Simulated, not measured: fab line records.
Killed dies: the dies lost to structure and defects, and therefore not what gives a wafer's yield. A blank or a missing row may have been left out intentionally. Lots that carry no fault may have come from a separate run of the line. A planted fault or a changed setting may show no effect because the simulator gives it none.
A lot that was struck, set against a sound lot || flow n5 finfet || 41 out of 1938 route steps
Sound: these wafers, L943.1, L943.4, L943.6. Struck: wafers L937.2, L937.3, L937.4. Last of all comes the cause.
At each step with rows: each side's tool, then ch and its chambers, then its first start. Under that, the readings that differ: sound wafers || struck wafers || difference of the means || sigmas: that difference in standard deviations of wafers without a fault.
alike: a reading whose means differ by less than 2 such deviations, as well as words and numbers matching on both sides. not compared: withheld readings; readings where some wafer has no value; bounds like >300 that might hide an equal value; numbers whose values overlap and for which the record gives no deviation.
The two part at a step that has a row with sigmas, a row that says differs or no value, or rows on one side only. Numbers that have no deviation but don't overlap get no sigmas and don't part them. A reading that every wafer of one side lacks parts them only if that side has two wafers or more.

first, 12 steps without rows for these wafers: N5_SD_EPI_N_STRIP_36 (strips in N2/H2); N5_SD_EPI_N_ETCHBACK_44 (etches SiNx in CH3F/O2, stops on SiO2, target depth 14.5 nm); N5_SD_EPI_N_ETCH_45 (etches SiOCN in CH3F/O2, target depth 6 nm); N5_SD_EPI_N_ETCH_16 (etches SiO2 in CHF3/O2, target depth 5 nm); N5_SD_EPI_N_STRIP_47 (strips in CHF3/O2); N5_SD_EPI_N_SD_RECESS_17 (chemistry HBr/Cl2/O2, target depth 41 nm, time 23.7 s, bt time 3 s); N5_SD_EPI_N_STRIP_38 (strips in N2/H2); N5_SD_EPI_N_WET_ETCH_43 (etches SiO2 in dHF, time 14 s, target depth 1.5 nm); N5_SD_EPI_N_STRIP_18 (strips in SPM, time 750 s); N5_SD_EPI_N_SRD_20 (time 30 s); N5_SD_EPI_N_PRECLEAN_48 (cleans in NF3:NH3, afs cycles 2, time 20 s, sublimation time 60 s); N5_SD_EPI_N_VAPOR_ETCH_50 (etches Si in HCl, time 54 s).
N5_SD_EPI_N_EPI_21: deposits Si:P, time 690 s.
  sound on epi rpcvd-02 ch 0, day 8 02:07; struck on epi rpcvd-03 ch 0, day 6 17:28
{"reading": "susceptor temp C (C)", "sound": "679.8 679.6 680.1", "struck": "663.9 663.7 663.4", "difference": -16.2, "sigmas": -52}
{"reading": "susceptor_temp_C_max", "sound": "682.0 681.2 682.7", "struck": "665.6 665.3 665.4", "difference": -16.5, "sigmas": -25}
{"reading": "model.Si-P_of_SD_EPI_N_EPI_21.thk nm (nm)", "sound": "59.6 59.8 60.6", "struck": "41 41.4 41", "difference": -19, "sigmas": ""}
N5_SD_EPI_N_EPI_MEAS_23:
  sound on film metro-02, day 8 03:50; struck on film metro-02, day 6 18:54
{"reading": "thk nm (nm)", "sound": "59.0 60.4 60.3", "struck": "40.1 40.2 40.7", "difference": -19.6, "sigmas": -16}
then, 24 steps without rows for these wafers: N5_SD_EPI_N_PRECLEAN_24 (cleans in O3/DIW, time 60 s); N5_SD_EPI_N_SRD_25 (time 30 s); N5_SD_EPI_N_PRECLEAN_49 (cleans in NF3:NH3, afs cycles 1, time 20 s, sublimation time 60 s); N5_SD_EPI_N_LINER_46 (material SiNx, target thk 3 nm); N5_SD_EPI_P_COAT_34 (time 60 s, resist thk 350 nm); N5_SD_EPI_P_COAT_35 (time 60 s, resist thk 35 nm); N5_SD_EPI_P_COAT_03 (resist thk 150 nm); N5_SD_EPI_P_EBR_05; N5_SD_EPI_P_SOFTBAKE_04 (time 60 s); N5_SD_EPI_P_EXPOSE_06 (exposes mask SD P BLK, target cd 240 nm); N5_SD_EPI_P_PEB_07 (peb time 60 s); N5_SD_EPI_P_DEVELOP_08 (develop time 30 s); N5_SD_EPI_P_DESCUM_14 (chemistry O2, time 7.9 s); N5_SD_EPI_P_ETCH_36 (etches SiARC in CF4, target depth 45.5 nm, time 75.8 s); N5_SD_EPI_P_ETCH_37 (etches SOC in N2/H2, overetch 108 nm, time 486 s); N5_SD_EPI_P_STRIP_38 (strips in N2/H2); N5_SD_EPI_P_ETCHBACK_46 (etches SiNx in CH3F/O2, stops on SiO2, target depth 17.5 nm); N5_SD_EPI_P_ETCH_47 (etches SiOCN in CH3F/O2, target depth 25 nm); N5_SD_EPI_P_ETCH_16 (etches SiO2 in CHF3/O2, target depth 5 nm); N5_SD_EPI_P_STRIP_50 (strips in CHF3/O2); N5_SD_EPI_P_SD_RECESS_17 (chemistry HBr/Cl2/O2, target depth 39.1 nm, bt time 3 s); N5_SD_EPI_P_WET_ETCH_45 (etches SiO2 in dHF, time 10.7 s, target depth 2 nm, rinse time 30 s); N5_SD_EPI_P_STRIP_40 (strips in N2/H2); N5_SD_EPI_P_PRECLEAN_52 (cleans in O3/DIW, time 60 s).
N5_SD_ACTIVATION_RS_MEAS_03: a four-point-probe measurement.
  sound on film metro-02, day 8 09:54; struck on film metro-02, day 7 00:08
{"reading": "RS_SD_N (ohm/sq)", "sound": "21.75 21.43 21.23", "struck": "31.12 30.50 30.80", "difference": "+9.34", "sigmas": "+31"}
{"reading": "RS_SD_P (ohm/sq)", "sound": "57.1 56.6 56.1", "struck": "54.8 54.8 54.7", "difference": -1.8, "sigmas": -2}
N5_MOL_CONTACT_COAG_ETCH_15: etches SiNx in CH3F/O2, stops on Si:P, target depth 7 nm.
  sound on rie diel-03 ch 0,2, day 9 14:32; struck on rie diel-06 ch 0,2,3, day 8 07:55
{"reading": "throttle valve pct (%)", "sound": "16.41 16.40 16.68", "struck": "16.11 15.89 15.86", "difference": -0.54, "sigmas": -2}
{"reading": "model.Si-P_of_SD_EPI_N_EPI_21.thk nm (nm)", "sound": "58.8 59 59.8", "struck": "40.4 40.8 40.6", "difference": -18.6, "sigmas": ""}
  alike: drypump motor current A, oes product au, rf vpp V, showerhead plenum p Torr
  not compared: rf hours counter h
-- here the record skips 3 days between the struck wafers' starts before and after, leaving off in module MOL_CONTACT_COAG and picking up in module BEOL_M4 (first step shown: number 1111 of the route) --
N5_BEOL_M4_RC_MEAS_101:
  sound on prober-01 ch 0, day 13 12:05; struck on prober-01 ch 0, day 11 05:48
{"reading": "DIBL_N (mV/V)", "sound": "34.1 34.9 36.4", "struck": "39.9 38.1 40.8", "difference": "+4.5", "sigmas": "+3"}
{"reading": "DIBL_P (mV/V)", "sound": "33.0 32.7 35.2", "struck": "38.5 37.2 39.3", "difference": "+4.7", "sigmas": "+2"}
{"reading": "IOFF_N (nA/um)", "sound": "0.138 0.140 0.176", "struck": "0.222 0.181 0.225", "difference": "+0.058", "sigmas": "+2"}
{"reading": "REXT_N (ohm.um)", "sound": "77.4 75.6 74.4", "struck": "83.7 83.5 83.1", "difference": "+7.6", "sigmas": "+5"}
{"reading": "RS_SD_N (ohm/sq)", "sound": "28.1 27.8 27.6", "struck": "40.5 39.4 40.0", "difference": "+12.1", "sigmas": "+30"}
  alike: IOFF_P, ION_N, ION_P, SS_N, SS_P, VT_N, VT_P

WHERE THEY PART
Earliest at N5_SD_EPI_N_EPI_21; latest, in this record, at N5_BEOL_M4_RC_MEAS_101.

WHY: the cause the simulator had injected
Process parameters drifting: epi rpcvd-03 at N5_SD_EPI_N_EPI_21, beginning at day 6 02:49. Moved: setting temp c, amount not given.
